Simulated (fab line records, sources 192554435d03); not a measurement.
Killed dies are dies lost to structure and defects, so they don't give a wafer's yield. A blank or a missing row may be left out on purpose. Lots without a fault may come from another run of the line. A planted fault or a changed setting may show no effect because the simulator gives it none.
Chamber matching | flow n5_finfet | N5_MOL_CONTACT_COAG_ALD_123 on ald_sin-03: 4 sister chambers
The step deposits SiNx, target thk 5 nm, pulse time 1 s, purge time 2 s. 16 wafers are shown with their chamber, then 8 later ones without.

WAFERS WITH THEIR CHAMBER
wafer  | chamber | heater_power_w (W) | precursor_pulse_height_rel
L079.1 | 2       | 848                | 1.013
L079.2 | 3       | 740                | 0.974
L079.6 | 0       | 898                | 0.991
L080.1 | 0       | 859                | 0.961
L080.3 | 1       | 1047               | 1.018
L080.4 | 0       | 876                | 1.001
L081.1 | 2       | 820                | 0.950
L081.3 | 1       | 1048               | 1.004
L081.6 | 0       | 892                | 1.029
L082.1 | 3       | 723                | 1.020
L082.3 | 2       | 839                | 1.000
L082.4 | 1       | 1069               | 0.989
L084.2 | 1       | 1045               | 0.995
L084.3 | 2       | 866                | 1.017
L084.6 | 1       | 1031               | 1.023
L087.3 | 3       | 734                | 0.995

SIGNATURES (means of the wafers above)
reading                    | chamber 0 | chamber 1 | chamber 2 | chamber 3 | scatter within a chamber
heater_power_w             | 881.25    | 1048.00   | 843.25    | 732.33    | 15.6
precursor_pulse_height_rel | 0.99550   | 1.00580   | 0.99500   | 0.99633   | 0.0244
Rule: a wafer's distance from a chamber is the root of the sum, over the readings, of the square of ((its reading less the chamber's mean) divided by the reading's scatter). The wafer belongs to the nearest chamber; if the next one is less than 2 further off, it can't be placed. The scatter: the root of (the sum of the squares of (reading less its chamber's mean) over the shown wafers, divided by (wafers less chambers)).

WAFERS WITHOUT THEIR CHAMBER
wafer  | heater_power_w (W) | precursor_pulse_height_rel
L087.5 | 840                | 1.012
L087.6 | 706                | 1.018
L093.2 | 846                | 0.975
L093.3 | 835                | 0.993
L093.4 | 1025               | 1.009
L096.4 | 871                | 0.990
L096.5 | 855                | 0.993
L096.6 | 745                | 0.999

WHICH CHAMBER EACH WENT THROUGH
wafer  | from the rows above     | in truth
L087.5 | 2                       | 2
L087.6 | 3                       | 3
L093.2 | can't be placed: 2 or 0 | 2
L093.3 | 2                       | 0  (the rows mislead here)
L093.4 | 1                       | 1
L096.4 | can't be placed: 0 or 2 | 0
L096.5 | can't be placed: 2 or 0 | 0
L096.6 | 3                       | 3
Placed correctly: 4 of 8. Can't be placed from these rows: 3 (the true chamber is among the candidates in 3). Placed wrongly: 1.
